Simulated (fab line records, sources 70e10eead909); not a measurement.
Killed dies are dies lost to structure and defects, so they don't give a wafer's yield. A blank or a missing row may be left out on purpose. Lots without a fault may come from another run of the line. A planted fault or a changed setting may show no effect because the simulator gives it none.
fab line records | flow nand_harc
record lots=5 wafers=15 last_day=30
route steps=1302 shown A_CONTACT@1091 A_BLC@1107
lots that met no fault: from a run of the same line without faults
start_h: hours from the record's first day to the start of the lot's first wafer shown | wait_h: hours since the lot's step before | " the same as in the row above | L1.1+2: a row that stands for several wafers | - no value, or no start given | * or withheld: withheld | < > ~ a bound
route shown NAME@n: a module of which the file shows steps, and the number in the route of the first | usual: mean/standard deviation of fault-free wafers | same: alike in all rows | chamber/n: place in a boat | sites: the reading at each site | _std_site: their standard deviation | _edge_site: outer sites' mean less inner sites' | radius_mm: how far each site lies from the wafer's centre | mask NAME#n: copy n | behind: the tool/chamber that last shaped the wafer | hold: why the lot was held/for how many hours/how that ended | device: the transistor (n, p or np) that didn't switch | end of line: the same wafers' tests at the end of the route | a step without rows: its recipe alone | killed: dies lost to structure and defects at the first sort, not the wafer's yield | map: a wafer's dies, x killed, . not, _ none there
set.NAME: the setting as run; set.NAME@STEP: as run at that earlier step | model.NAME: the simulator's own value behind a step, which no gauge read
lots at some steps of the route; a table a step, a row a wafer
services: from which hour (start_h, from the record's first day; less than 0 if before it) a tool's chamber was out of use, for how many hours, and why
## steps
# step NHARC_A_CONTACT_ETCH_139
# recipe source_w=withheld pressure_mtorr=20 bias_v=400 time_s=195 target_depth_a=8400 ar_flow_sccm=withheld c4f8_flow_sccm=11.5 o2_flow_sccm=7.2 chemistry=C4F8/O2/Ar
# columns lot.wafer tool chamber start_h wait_h rf_hours_counter_h
L074.2 har_cap_etch-03 1 528.32 0.2 46
L074.3 " 1 " " -
L074.5 " 0 " " -
L076.4 har_cap_etch-01 1 545.69 0.2 -
L076.5 " 1 " " -
L076.6 " 0 " " -
L084.2 har_cap_etch-02 1 616.95 0.2 106
L084.1 " 0 " " 106
L084.6 " 0 " " -
L089.2 har_cap_etch-02 0 660.08 0.3 117
L089.6 " 0 " " -
L089.5 " 1 " " -
L090.2 har_cap_etch-02 1 667.41 0.2 118
L090.6 " 0 " " -
L090.5 " 1 " " -
# step NHARC_A_CONTACT_ETCH_92
# recipe target_depth_a=400 over_etch_frac=0.5 time_s=85.7 ion_energy_ev=120 ch3f_flow_sccm=50 o2_flow_sccm=30 ar_flow_sccm=200 rf_w=500 bias_w=100 chemistry=CH3F/O2
# usual drypump_motor_current_A=5.9/0.42 oes_product_au=0.933/0.028 rf_vpp_V=244.2/2.1 showerhead_plenum_p_Torr=2.44/0.14 throttle_valve_pct=20.664/0.009
# columns lot.wafer tool chamber start_h wait_h drypump_motor_current_A oes_product_au rf_hours_counter_h rf_vpp_V showerhead_plenum_p_Torr throttle_valve_pct
L074.3 rie_diel-06 3 528.83 0.4 6.0 0.940 12 245.8 2.51 20.673
L074.2 " 0 " " 5.8 0.932 12 244.4 2.52 20.651
L074.5 " 0 " " 5.8 0.927 - 242.9 2.52 20.664
L076.4 rie_diel-02 2 546.21 0.5 5.8 0.935 - 242.6 2.29 20.654
L076.6 " 0 " " 6.0 0.906 - 246.5 2.60 20.678
L076.5 " 1 " " 5.7 0.922 - 243.0 2.30 20.649
L084.2 rie_diel-06 1 617.50 0.5 6.8 0.926 39 245.4 2.60 20.657
L084.1 " 3 " " 6.0 0.941 41 246.6 2.49 20.675
L084.6 " 1 " " 6.8 0.926 - 245.4 2.60 20.662
L089.2 rie_diel-06 3 660.76 0.6 6.0 0.938 61 245.3 2.49 20.673
L089.6 " 1 " " 6.7 0.916 - 246.6 2.59 20.663
L089.5 " 2 " " 5.3 0.913 - 246.8 2.61 20.669
L090.2 rie_diel-02 2 667.92 0.5 5.8 0.936 17 240.8 2.28 20.650
L090.5 " 2 " " 5.8 0.924 - 242.2 2.28 20.671
L090.6 " 3 " " 5.9 0.916 - 241.4 2.30 20.656
# step NHARC_A_CONTACT_ETCH_98
# recipe target_depth_a=200 over_etch_frac=0.5 time_s=10 ion_energy_ev=250 c4f6_flow_sccm=25 o2_flow_sccm=20 ar_flow_sccm=500 rf_w=600 bias_w=500 chemistry=C4F6/O2
# usual drypump_motor_current_A=5.9/0.4 oes_product_au=0.955/0.022 rf_vpp_V=546/4.3 showerhead_plenum_p_Torr=3.90/0.21 throttle_valve_pct=26.903/0.0089
# columns lot.wafer tool chamber start_h wait_h drypump_motor_current_A oes_product_au rf_hours_counter_h rf_vpp_V showerhead_plenum_p_Torr throttle_valve_pct
L074.3 rie_diel-06 3 - - 6.0 0.959 12 550 3.99 26.899
L074.2 " 2 " " 5.3 0.931 11 552 4.19 26.888
L074.5 " 0 " " 5.7 0.950 - 549 4.01 26.890
L076.6 rie_diel-02 2 546.33 0.1 5.8 0.961 - 542 3.66 26.913
L076.5 " 0 " " 6.0 0.937 - 550 4.13 26.916
L076.4 " 1 " " 5.7 0.961 - 542 3.69 26.895
L084.2 rie_diel-06 2 - - 5.3 0.939 41 553 4.17 26.892
L084.1 " 0 " " 5.8 0.938 39 549 4.00 26.901
L084.6 " 3 " " 6.1 0.961 - 549 3.98 26.902
L089.2 rie_diel-06 1 - - 6.8 0.940 55 551 4.13 26.913
L089.6 " 0 " " 5.8 0.922 - 550 3.99 26.902
L089.5 " 1 " " 6.8 0.950 - 551 4.12 26.903
L090.2 rie_diel-02 0 - - 6.0 0.946 16 551 4.12 26.890
L090.6 " 2 " " 5.8 0.959 - 542 3.65 26.909
L090.5 " 3 " " 5.9 0.936 - 542 3.69 26.915
# step NHARC_A_CONTACT_CD_MEAS_15
# usual cd_nm=190.0/0.58
# columns lot.wafer tool chamber start_h wait_h cd_nm
L074.2 cd_sem-01 - 529.05 - 189.5
L074.3 " - " " 190.3
L074.5 " - " " 190.2
L076.4 cd_sem-02 - 546.41 - 190.5
L076.5 " - " " 190.8
L076.6 " - " " 191.0
L084.1 cd_sem-03 - 617.72 - 190.2
L084.2 " - " " 190.3
L084.6 " - " " 190.6
L089.2 cd_sem-03 - 660.95 - 189.8
L089.5 " - " " 189.5
L089.6 " - " " 190.8
L090.2 cd_sem-01 - 668.14 - 190.4
L090.5 " - " " 190.2
L090.6 " - " " 190.4
# step NHARC_A_CONTACT_STRIP_107
# recipe n2_flow_sccm=150 h2_flow_sccm=150 ar_flow_sccm=0 bias_w=0 chemistry=N2/H2
# columns lot.wafer tool chamber start_h wait_h
L074.2+3+5 rie_diel-06 2,3,3 529.12 0.1
L076.6+4+5 rie_diel-02 0,1,2 546.52 0.1
L084.1+2+6 rie_diel-06 2,3,1 617.80 0.1
L089.2+5+6 rie_diel-06 3,0,1 661.05 0.1
L090.2+6+5 rie_diel-02 2,0,1 668.23 0.1
# step NHARC_A_CONTACT_STRIP_108
# recipe cf4_flow_sccm=100 chf3_flow_sccm=30 ar_flow_sccm=0 bias_w=0 chemistry=CF4/CHF3
# columns lot.wafer tool chamber start_h wait_h
L074.3+2+5 rie_diel-06 1,3,2 529.22 0.1
L076.4+5+6 rie_diel-02 1,2,0 546.61 0.1
L084.2+1+6 rie_diel-06 3,0,1 617.89 0.1
L089.2+6+5 rie_diel-06 3,3,0 661.12 0.1
L090.2+5+6 rie_diel-02 3,2,3 668.31 0.1
# step NHARC_A_CONTACT_STRIP_109
# recipe o2_flow_sccm=400 cos_flow_sccm=20 ar_flow_sccm=0 bias_w=0 chemistry=O2/COS
# columns lot.wafer tool chamber start_h wait_h
L074.3+2+5 rie_diel-06 3,0,3 529.28 0.1
L076.4+6+5 rie_diel-02 1,2,0 546.67 0.1
L084.1+2+6 rie_diel-06 0,3,0 617.95 0.0
L089.2+5+6 rie_diel-06 3,2,3 661.18 0.1
L090.2+5+6 rie_diel-02 0,1,2 668.38 0.1
# step NHARC_A_CONTACT_ETCH_110
# recipe target_depth_a=600 overetch_a=60 time_s=33 ion_energy_ev=100 cf4_flow_sccm=80 o2_flow_sccm=20 ar_flow_sccm=0 rf_w=300 bias_w=100 chemistry=CF4/O2
# usual drypump_motor_current_A=5.8/0.38 oes_product_au=0.996/0.011 rf_vpp_V=197.6/1.7 showerhead_plenum_p_Torr=1.32/0.075 throttle_valve_pct=13.397/0.0085
# columns lot.wafer tool chamber start_h wait_h drypump_motor_current_A oes_product_au rf_hours_counter_h rf_vpp_V showerhead_plenum_p_Torr throttle_valve_pct
L074.2 rie_diel-06 3 529.34 0.1 6.0 1.009 12 198.2 1.36 13.409
L074.3 " 0 " " 5.8 0.998 12 198.8 1.37 13.407
L074.5 " 3 " " 6.0 1.031 - 198.2 1.36 13.415
L076.5 rie_diel-02 2 546.74 0.1 5.8 0.996 - 195.7 1.24 13.401
L076.4 " 0 " " 6.0 0.975 - 200.0 1.41 13.390
L076.6 " 1 " " 5.7 0.980 - 197.8 1.25 13.408
L084.1 rie_diel-06 0 618.01 0.1 5.7 0.997 39 197.9 1.36 13.392
L084.2 " 2 " " 5.2 0.986 41 199.9 1.42 13.391
L084.6 " 3 " " 6.0 1.012 - 196.7 1.35 13.398
L089.2 rie_diel-06 3 661.24 0.1 6.0 1.009 61 197.6 1.35 13.391
L089.5 " 3 " " 6.0 1.018 - 197.6 1.35 13.408
L089.6 " 0 " " 5.7 1.010 - 198.1 1.36 13.386
L090.2 rie_diel-02 0 668.44 0.1 6.0 1.013 16 199.1 1.41 13.384
L090.6 " 2 " " 5.8 1.004 - 196.0 1.24 13.387
L090.5 " 3 " " 5.8 0.983 - 196.2 1.25 13.385
# step NHARC_A_CONTACT_STRIP_26
# recipe o2_flow_sccm=500 ar_flow_sccm=0 bias_w=0 chemistry=O2
# usual drypump_motor_current_A=5.8/0.37 oes_product_au=0.997/0.012 rf_vpp_V=57.7/1 showerhead_plenum_p_Torr=3.50/0.19 throttle_valve_pct=17.037/0.0091
# columns lot.wafer tool chamber start_h wait_h drypump_motor_current_A oes_product_au rf_hours_counter_h rf_vpp_V showerhead_plenum_p_Torr throttle_valve_pct
L074.3 rie_diel-06 2 - - 5.3 0.996 11 57.2 3.77 17.049
L074.2 " 1 " " 6.7 0.974 10 57.8 3.74 17.041
L074.5 " 2 " " 5.3 0.987 - 58.4 3.77 17.042
L076.5 rie_diel-02 0 - - 6.0 0.985 - 57.6 3.72 17.037
L076.6 " 1 " " 5.7 1.006 - 58.5 3.31 17.044
L076.4 " 2 " " 5.8 1.017 - 56.4 3.29 17.045
L084.2 rie_diel-06 0 - - 5.8 0.997 39 58.1 3.60 17.038
L084.1 " 2 " " 5.3 0.984 41 59.4 3.75 17.046
L084.6 " 3 " " 6.0 1.018 - 57.9 3.58 17.031
L089.2 rie_diel-06 0 - - 5.8 0.997 55 58.3 3.59 17.031
L089.6 " 1 " " 6.8 0.988 - 59.0 3.71 17.034
L089.5 " 2 " " 5.3 0.979 - 57.9 3.74 17.045
L090.2 rie_diel-02 3 - - 5.9 0.986 15 56.5 3.31 17.043
L090.5 " 3 " " 5.9 0.991 - 56.8 3.31 17.042
L090.6 " 0 " " 6.0 1.010 - 59.1 3.71 17.024
# step NHARC_A_CONTACT_STRIP_27
# recipe time_s=600 temp_c=30 chemistry=post_etch_residue_remover
# usual bath_heat_duty_pct=12.7/1.5 temp_c=29.99/0.1
# columns lot.wafer tool chamber start_h wait_h bath_heat_duty_pct temp_c
L074.2 wet_bench-04 1 529.72 - 13.8 29.79
L074.5 " 3 " " 10.9 29.98
L074.3 " 6 " " 10.0 30.00
L076.4 wet_bench-02 5 547.18 - 12.4 29.88
L076.6 " 6 " " 13.7 30.09
L076.5 " 7 " " 13.9 30.03
L084.6 wet_bench-06 4 618.41 - 14.2 29.94
L084.1 " 5 " " 13.5 30.04
L084.2 " 6 " " 11.9 30.03
L089.2 wet_bench-06 6 661.63 - 12.9 29.88
L089.6 " 7 " " 14.2 29.92
L089.5 " 2 " " 14.9 30.09
L090.6 wet_bench-02 1 668.92 - 12.3 30.14
L090.5 " 2 " " 15.3 30.01
L090.2 " 5 " " 13.0 29.92
# step NHARC_A_CONTACT_ALD_18
# recipe target_thk_a=30 pulse_time_s=1 ald_cycles=150 temp_c=450 material=TiN
# usual heater_power_w=1103/84 precursor_pulse_height_rel=0.999/0.019
# columns lot.wafer tool chamber start_h wait_h heater_power_w precursor_pulse_height_rel
L074.2 ald_metal-02 0 530.00 - 1211 1.003
L074.3 " 2 " " 1167 0.990
L074.5 " 0 " " 1205 1.032
L076.5 ald_metal-01 1 547.52 - 1105 1.004
L076.4 " 3 " " 1123 0.970
L076.6 " 0 " " 1051 0.986
L084.2 ald_metal-01 3 618.70 - 1098 1.001
L084.1 " 0 " " 1050 1.016
L084.6 " 2 " " 1040 1.004
L089.2 ald_metal-02 3 661.91 - 1184 0.949
L089.6 " 2 " " 1242 0.995
L089.5 " 3 " " 1183 1.033
L090.2 ald_metal-01 0 669.19 - 1080 1.007
L090.6 " 0 " " 1061 0.993
L090.5 " 1 " " 1096 1.004
# step NHARC_A_CONTACT_CVD_19
# recipe target_thk_a=3000 temp_c=300 pressure_torr=40 wf6_flow_sccm=40 h2_flow_sccm=1600 ar_flow_sccm=1560 time_s=802 material=W
# usual heater_power_w=460/46 mfc_h2_sccm=1601/4.9 throttle_valve_pct=8.1/0.34
# columns lot.wafer tool chamber start_h wait_h heater_power_w mfc_h2_sccm throttle_valve_pct
L074.2 cvd_w-01 1 - - 402 1592 8.3
L074.3 " 0 " " 485 1604 8.4
L074.5 " 1 " " 389 1600 8.6
L076.4 cvd_w-02 0 - - 490 1607 7.2
L076.6 " 1 " " 489 1603 8.5
L076.5 " 0 " " 496 1614 7.9
L084.1 cvd_w-01 0 - - 471 1595 8.0
L084.2 " 1 " " 397 1598 8.2
L084.6 " 0 " " 464 1597 8.2
L089.2 cvd_w-02 1 - - 476 1599 8.3
L089.5 " 1 " " 477 1600 8.2
L089.6 " 0 " " 501 1601 7.8
L090.2 cvd_w-01 1 - - 394 1602 8.2
L090.5 " 1 " " 399 1600 8.0
L090.6 " 0 " " 468 1605 7.8
# step NHARC_A_CONTACT_CMP_20
# recipe t_overpolish_s=30 target_thk_nm=300
# usual motor_current_A=12.1/0.63 overpolish_run_s=29.998/0.009 time_to_endpoint_s=60/3.1
# columns lot.wafer tool chamber start_h wait_h motor_current_A overpolish_run_s time_to_endpoint_s
L074.2 cmp-04 1 531.11 0.8 12.9 29.995 61
L074.3 " 2 " " 12.5 29.996 57
L074.5 " 0 " " 12.7 30.015 57
L076.4 cmp-04 2 548.58 0.4 12.8 29.988 62
L076.5 " 1 " " 12.7 30.002 64
L076.6 " 2 " " 12.0 29.999 57
L084.2 cmp-04 2 619.75 0.6 12.4 29.998 58
L084.1 " 3 " " 12.1 30.004 66
L084.6 " 3 " " 11.0 29.992 64
L089.2 cmp-04 3 663.03 0.8 12.0 30.007 64
L089.6 " 1 " " 13.0 29.983 61
L089.5 " 2 " " 12.3 30.017 53
L090.2 cmp-03 3 670.33 0.8 11.8 30.007 59
L090.6 " 1 " " 11.7 29.997 56
L090.5 " 2 " " 11.1 30.007 56
# step NHARC_A_CONTACT_SRD_22
# columns lot.wafer tool chamber start_h wait_h
L074.2+5+3 wet_bench-04 3,4,5 531.42 0.1
L076.4+5+6 wet_bench-02 4,7,0 548.88 0.0
L084.2+6+1 wet_bench-02 2,3,4 620.08 0.0
L089.5+2+6 wet_bench-04 2,3,7 663.30 0.0
L090.5+2+6 wet_bench-04 7,0,3 670.60 0.0
# step NHARC_A_CONTACT_INSPECT_23
# usual raw_defect_count=509/120
# columns lot.wafer tool chamber start_h wait_h raw_defect_count
L074.2 defect_inspect-02 - 531.49 0.1 579
L074.3 " - " " 454
L074.5 " - " " 384
L076.4 defect_inspect-02 - 548.96 0.1 464
L076.5 " - " " 335
L076.6 " - " " 433
L084.1 defect_inspect-01 - 620.15 0.1 490
L084.2 " - " " 421
L084.6 " - " " 541
L089.2 defect_inspect-01 - 663.38 0.1 657
L089.5 " - " " 576
L089.6 " - " " 521
L090.2 defect_inspect-02 - 670.69 0.1 408
L090.5 " - " " 432
L090.6 " - " " 371
# step NHARC_A_BLC_DEHYDRATE_00
# recipe temp_c=150 time_s=120
# columns lot.wafer tool chamber start_h wait_h
L074.2+3+5 litho_track-04 0 531.55 0.1
L076.4+5+6 litho_track-04 0 549.02 0.1
L084.1+2+6 litho_track-04 0 620.21 0.1
L089.2+5+6 litho_track-04 0 663.44 0.1
L090.2+5+6 litho_track-01 0 670.75 0.1
# step NHARC_A_BLC_HMDS_01
# recipe time_s=30
# columns lot.wafer tool chamber start_h wait_h
L074.2+3+5 litho_track-04 0 - -
L076.4+5+6 litho_track-04 0 - -
L084.1+2+6 litho_track-04 0 - -
L089.2+5+6 litho_track-04 0 - -
L090.2+5+6 litho_track-01 0 - -
# step NHARC_A_BLC_COAT_02
# recipe temp_c=260 time_s=75
# columns lot.wafer tool chamber start_h wait_h
L074.2+3+5 litho_track-04 0 - -
L076.4+5+6 litho_track-04 0 - -
L084.1+2+6 litho_track-04 0 - -
L089.2+5+6 litho_track-04 0 - -
L090.2+5+6 litho_track-01 0 - -
# step NHARC_A_BLC_COAT_03
# recipe temp_c=225 time_s=65
# columns lot.wafer tool chamber start_h wait_h
L074.2+3+5 litho_track-04 0 - -
L076.4+5+6 litho_track-04 0 - -
L084.1+2+6 litho_track-04 0 - -
L089.2+5+6 litho_track-04 0 - -
L090.2+5+6 litho_track-01 0 - -
# step NHARC_A_BLC_COAT_04
# recipe spin_rpm=1500 resist_thk_nm=90
# columns lot.wafer tool chamber start_h wait_h
L074.2+3+5 litho_track-04 0 - -
L076.4+5+6 litho_track-04 0 - -
L084.1+2+6 litho_track-04 0 - -
L089.2+5+6 litho_track-04 0 - -
L090.2+5+6 litho_track-01 0 - -
# step NHARC_A_BLC_SOFTBAKE_05
# recipe temp_c=105 time_s=55
# columns lot.wafer tool chamber start_h wait_h
L074.2+3+5 litho_track-04 0 - -
L076.4+5+6 litho_track-04 0 - -
L084.1+2+6 litho_track-04 0 - -
L089.2+5+6 litho_track-04 0 - -
L090.2+5+6 litho_track-01 0 - -
# step NHARC_A_BLC_EBR_06
# columns lot.wafer tool chamber start_h wait_h
L074.2+3+5 litho_track-04 0 - -
L076.4+5+6 litho_track-04 0 - -
L084.1+2+6 litho_track-04 0 - -
L089.2+5+6 litho_track-04 0 - -
L090.2+5+6 litho_track-01 0 - -
# step NHARC_A_BLC_EXPOSE_07
# recipe na=1.35 target_cd_nm=100 dose_mj=67.97 mask_id=A_BLC
# usual reticle_temp_C=23.02/0.1 stage_vel_mm_s=500.08/0.25
# columns lot.wafer tool chamber start_h wait_h mask reticle_temp_C stage_vel_mm_s
L074.2 arfi_scanner-01 0 531.74 - A_BLC#0 22.98 500.46
L074.3 " 0 " " A_BLC#0 23.08 500.41
L074.5 " 0 " " A_BLC#0 23.01 500.23
L076.4 arfi_scanner-03 0 549.34 - A_BLC#0 22.99 499.97
L076.5 " 0 " " A_BLC#0 23.04 500.25
L076.6 " 0 " " A_BLC#0 23.12 499.99
L084.1 arfi_scanner-03 0 620.40 - A_BLC#0 23.05 500.39
L084.2 " 0 " " A_BLC#0 22.91 499.90
L084.6 " 0 " " A_BLC#0 22.92 500.27
L089.2 arfi_scanner-03 0 663.75 - A_BLC#0 23.00 499.64
L089.5 " 0 " " A_BLC#0 23.03 499.73
L089.6 " 0 " " A_BLC#0 23.05 499.94
L090.2 arfi_scanner-01 0 670.93 - A_BLC#0 23.18 499.97
L090.5 " 0 " " A_BLC#0 23.07 499.95
L090.6 " 0 " " A_BLC#0 23.07 500.04
# step NHARC_A_BLC_PEB_08
# recipe peb_temp_c=100 peb_time_s=65
# columns lot.wafer tool chamber start_h wait_h
L074.2+3+5 litho_track-01 0 531.79 0.1
L076.4+5+6 litho_track-01 0 549.39 0.0
L084.1+2+6 litho_track-01 0 620.46 0.1
L089.2+5+6 litho_track-01 0 663.81 0.1
L090.2+5+6 litho_track-04 0 670.99 0.1
# step NHARC_A_BLC_DEVELOP_09
# recipe develop_time_s=35 dev_temp_c=23
# columns lot.wafer tool chamber start_h wait_h
L074.2+3+5 litho_track-01 0 - -
L076.4+5+6 litho_track-01 0 - -
L084.1+2+6 litho_track-01 0 - -
L089.2+5+6 litho_track-01 0 - -
L090.2+5+6 litho_track-04 0 - -
# step NHARC_A_BLC_CD_MEAS_10
# recipe target_cd_nm=100 landing_energy_ev=500
# usual cd_nm=99.5/1
# columns lot.wafer tool chamber start_h wait_h cd_nm
L074.2 cd_sem-03 0 531.87 - 98.9
L074.3 " 0 " " 98.4
L074.5 " 0 " " 98.3
L076.4 cd_sem-01 0 549.47 - 99.2
L076.5 " 0 " " 98.3
L076.6 " 0 " " 98.5
L084.1 cd_sem-02 0 620.54 - 100.1
L084.2 " 0 " " 98.7
L084.6 " 0 " " 98.7
L089.2 cd_sem-02 0 663.89 - 98.5
L089.5 " 0 " " 98.7
L089.6 " 0 " " 99.0
L090.2 cd_sem-03 0 671.07 - 101.3
L090.5 " 0 " " 100.1
L090.6 " 0 " " 101.8
# step NHARC_A_BLC_OVL_MEAS_11
# usual overlay_x_nm=-0.3/1 overlay_y_nm=0.2/0.82
# columns lot.wafer tool chamber start_h wait_h overlay_x_nm overlay_y_nm
L074.2 overlay-02 - 531.96 - -0.3 0.3
L074.3 " - " " -0.3 0.3
L074.5 " - " " -0.3 -0.1
L076.4 overlay-02 - 549.55 - -1.3 -0.1
L076.5 " - " " -0.4 -0.2
L076.6 " - " " -1.2 -0.1
L084.1 overlay-01 - 620.62 - 0.7 0.0
L084.2 " - " " 1.1 0.2
L084.6 " - " " 1.4 -0.4
L089.2 overlay-02 - 663.98 - -2.0 1.7
L089.5 " - " " -2.8 0.4
L089.6 " - " " -1.6 0.5
L090.2 overlay-01 - 671.16 - 0.1 -0.7
L090.5 " - " " -0.1 -0.6
L090.6 " - " " -0.2 0.0
# step NHARC_A_BLC_INSPECT_12
# usual raw_defect_count=79/38
# columns lot.wafer tool chamber start_h wait_h raw_defect_count
L074.2 defect_inspect-02 - 532.00 0.0 58
L074.3 " - " " 56
L074.5 " - " " 66
L076.4 defect_inspect-02 - 549.59 0.0 26
L076.5 " - " " 28
L076.6 " - " " 28
L084.1 defect_inspect-02 - 620.66 0.0 77
L084.2 " - " " 73
L084.6 " - " " 81
L089.2 defect_inspect-01 - 664.01 0.0 103
L089.5 " - " " 91
L089.6 " - " " 92
L090.2 defect_inspect-01 - 671.19 0.0 58
L090.5 " - " " 49
L090.6 " - " " 50
# step NHARC_A_BLC_DESCUM_15
# recipe time_s=3 o2_flow_sccm=200 ar_flow_sccm=0 bias_power_w=0 chemistry=O2
# usual drypump_motor_current_A=5.8/0.31 oes_product_au=1.004/0.016 rf_vpp_V=57.7/0.85 showerhead_plenum_p_Torr=1.94/0.08 throttle_valve_pct=11.311/0.0085
# columns lot.wafer tool chamber start_h wait_h drypump_motor_current_A oes_product_au rf_hours_counter_h rf_vpp_V showerhead_plenum_p_Torr throttle_valve_pct
L074.2 rie_diel-10 1 532.07 0.1 5.4 1.002 6 57.0 2.04 11.316
L074.3 " 2 " " 5.9 0.999 5 56.7 1.89 11.313
L074.5 " 3 " " 5.8 1.018 - 58.3 2.01 11.322
L076.6 rie_diel-10 0 549.68 0.1 6.2 1.009 - 58.7 1.84 11.307
L076.4 " 1 " " 5.4 1.006 - 59.1 2.04 11.314
L076.5 " 3 " " 5.8 1.010 - 57.7 2.01 11.309
L084.1 rie_diel-10 1 620.72 0.1 5.4 0.979 1 58.0 2.03 11.312
L084.2 " 0 " " 6.2 0.993 1 57.8 1.84 11.304
L084.6 " 1 " " 5.4 0.986 - 57.9 2.03 11.320
L089.2 rie_diel-03 0 664.07 0.1 5.7 0.996 3 57.2 1.97 11.319
L089.6 " 0 " " 5.7 1.006 - 58.1 1.97 11.309
L089.5 " 1 " " 5.9 0.984 - 56.8 1.85 11.309
L090.2 rie_diel-03 2 671.28 0.1 6.6 0.984 3 58.3 1.91 11.314
L090.5 " 3 " " 5.4 0.998 - 56.9 1.97 11.322
L090.6 " 0 " " 5.7 1.001 - 58.1 1.97 11.321
# step NHARC_A_BLC_ETCH_16
# recipe target_depth_a=390 over_etch_frac=0.3 time_s=65 ion_energy_ev=80 cf4_flow_sccm=150 ar_flow_sccm=0 rf_w=300 bias_w=100 chemistry=CF4
# usual drypump_motor_current_A=5.8/0.32 oes_product_au=1.003/0.015 rf_vpp_V=151.6/1.1 showerhead_plenum_p_Torr=1.79/0.07 throttle_valve_pct=13.284/0.0091
# columns lot.wafer tool chamber start_h wait_h drypump_motor_current_A oes_product_au rf_hours_counter_h rf_vpp_V showerhead_plenum_p_Torr throttle_valve_pct
L074.2 rie_diel-10 0 532.14 0.1 6.1 1.011 5 149.7 1.71 13.281
L074.3 " 1 " " 5.4 1.016 6 153.5 1.88 13.288
L074.5 " 0 " " 6.1 1.011 - 149.8 1.71 13.285
L076.4 rie_diel-10 1 549.78 0.1 5.4 1.007 - 151.5 1.87 13.289
L076.5 " 3 " " 5.8 1.021 - 150.2 1.85 13.278
L076.6 " 0 " " 6.1 1.021 - 149.4 1.71 13.273
L084.1 rie_diel-10 0 620.82 0.1 6.2 0.993 1 151.4 1.71 13.276
L084.2 " 1 " " 5.4 0.980 1 153.3 1.87 13.274
L084.6 " 3 " " 5.8 1.020 - 151.0 1.85 13.285
L089.2 rie_diel-03 3 664.17 0.1 5.4 0.998 3 153.2 1.82 13.286
L089.5 " 1 " " 5.9 0.991 - 150.5 1.72 13.297
L089.6 " 2 " " 6.6 0.995 - 152.0 1.77 13.276
L090.2 rie_diel-03 0 671.36 0.1 5.7 1.001 4 151.6 1.81 13.270
L090.5 " 1 " " 5.9 1.002 - 151.0 1.72 13.276
L090.6 " 2 " " 6.6 0.984 - 150.2 1.77 13.287
# step NHARC_A_BLC_ETCH_17
# recipe target_depth_a=3900 over_etch_frac=0.25 time_s=609.38 ion_energy_ev=200 n2_flow_sccm=150 h2_flow_sccm=150 ar_flow_sccm=0 rf_w=400 bias_w=150 chemistry=N2/H2
# usual drypump_motor_current_A=5.8/0.32 oes_product_au=1.003/0.015 rf_vpp_V=431.3/2.6 showerhead_plenum_p_Torr=2.07/0.089 throttle_valve_pct=14.171/0.0084
# columns lot.wafer tool chamber start_h wait_h drypump_motor_current_A oes_product_au rf_hours_counter_h rf_vpp_V showerhead_plenum_p_Torr throttle_valve_pct
L074.3 rie_diel-10 3 - - 5.8 1.012 5 432.8 2.15 14.173
L074.2 " 2 " " 5.9 0.997 5 429.8 2.01 14.171
L074.5 " 0 " " 6.2 1.001 - 427.6 1.96 14.163
L076.6 rie_diel-10 3 - - 5.8 1.012 - 435.2 2.15 14.168
L076.5 " 0 " " 6.2 1.008 - 429.7 1.96 14.166
L076.4 " 1 " " 5.4 1.005 - 435.1 2.18 14.169
L084.1 rie_diel-10 0 - - 6.2 1.004 1 427.8 1.96 14.175
L084.2 " 2 " " 5.9 1.024 1 429.2 2.01 14.156
L084.6 " 0 " " 6.2 0.997 - 428.1 1.96 14.173
L089.2 rie_diel-03 1 - - 6.0 0.981 2 429.0 1.98 14.168
L089.5 " 3 " " 5.4 0.990 - 431.6 2.10 14.158
L089.6 " 0 " " 5.7 0.997 - 432.1 2.10 14.180
L090.2 rie_diel-03 0 - - 5.7 0.993 4 432.4 2.10 14.171
L090.6 " 3 " " 5.4 0.981 - 432.5 2.10 14.171
L090.5 " 0 " " 5.7 0.994 - 431.3 2.10 14.166
# step NHARC_A_BLC_ETCH_18
# recipe target_depth_a=9100 c4f8_flow_sccm=20 o2_flow_sccm=10 ar_flow_sccm=withheld rf_w=600 bias_w=1500 chemistry=C4F8/O2/Ar
# usual oes_product_au=0.953/0.024 rf_vpp_V=980/5.5
# columns lot.wafer tool chamber start_h wait_h oes_product_au rf_hours_counter_h rf_vpp_V
L074.2 rie_diel-10 1 - - 0.936 6 986
L074.3 " 2 " " 0.928 5 978
L074.5 " 1 " " 0.928 - 987
L076.6 rie_diel-10 1 - - 0.924 - 986
L076.5 " 3 " " 0.938 - 985
L076.4 " 0 " " 0.944 - 974
L084.2 rie_diel-10 2 - - 0.973 1 976
L084.1 " 3 " " 0.994 1 985
L084.6 " 1 " " 0.954 - 987
L089.2 rie_diel-03 1 - - 0.959 2 975
L089.6 " 0 " " 0.973 - 981
L089.5 " 1 " " 0.950 - 975
L090.2 rie_diel-03 3 - - 0.954 4 983
L090.5 " 0 " " 0.945 - 981
L090.6 " 1 " " 0.950 - 973
# step NHARC_A_BLC_CD_MEAS_19
# usual cd_nm=99/3.7
# columns lot.wafer tool chamber start_h wait_h cd_nm
L074.2 cd_sem-02 - 533.02 - 101
L074.3 " - " " 107
L074.5 " - " " 94
L076.4 cd_sem-01 - 550.81 - 101
L076.5 " - " " 93
L076.6 " - " " 108
L084.1 cd_sem-03 - 621.69 - 92
L084.2 " - " " 97
L084.6 " - " " 92
L089.2 cd_sem-01 - 665.04 - 96
L089.5 " - " " 96
L089.6 " - " " 101
L090.2 cd_sem-03 - 672.23 - 103
L090.5 " - " " 103
L090.6 " - " " 100
## services
# columns tool chamber start_h hours kind
litho_track-01 - 505.00 7.0 pm
wet_bench-02 - 509.61 2.3 repair
cmp-04 - 512.11 4.0 pm
ald_metal-01 0 512.28 4.9 repair
rie_diel-03 2 514.48 2.3 repair
rie_diel-03 3 520.04 8.9 repair
cmp-04 - 525.35 3.0 repair
rie_diel-02 3 533.19 15.8 repair
rie_diel-10 2 546.09 24.0 repair
litho_track-04 - 553.00 7.0 pm
rie_diel-02 - 571.27 9.0 pm
wet_bench-04 - 579.20 8.0 pm
wet_bench-02 - 596.00 8.0 pm
rie_diel-10 - 596.50 9.0 pm
cmp-04 - 600.14 1.1 repair
rie_diel-06 0 608.46 4.5 repair
cmp-04 - 610.11 4.0 pm
rie_diel-02 3 610.42 14.1 repair
rie_diel-10 3 632.25 6.7 repair
rie_diel-10 0 635.37 3.6 repair
rie_diel-03 - 635.42 9.0 pm
cmp-04 - 661.17 1.6 repair
rie_diel-06 - 661.47 9.0 pm
cmp-04 - 666.23 2.9 repair
## key
fault none
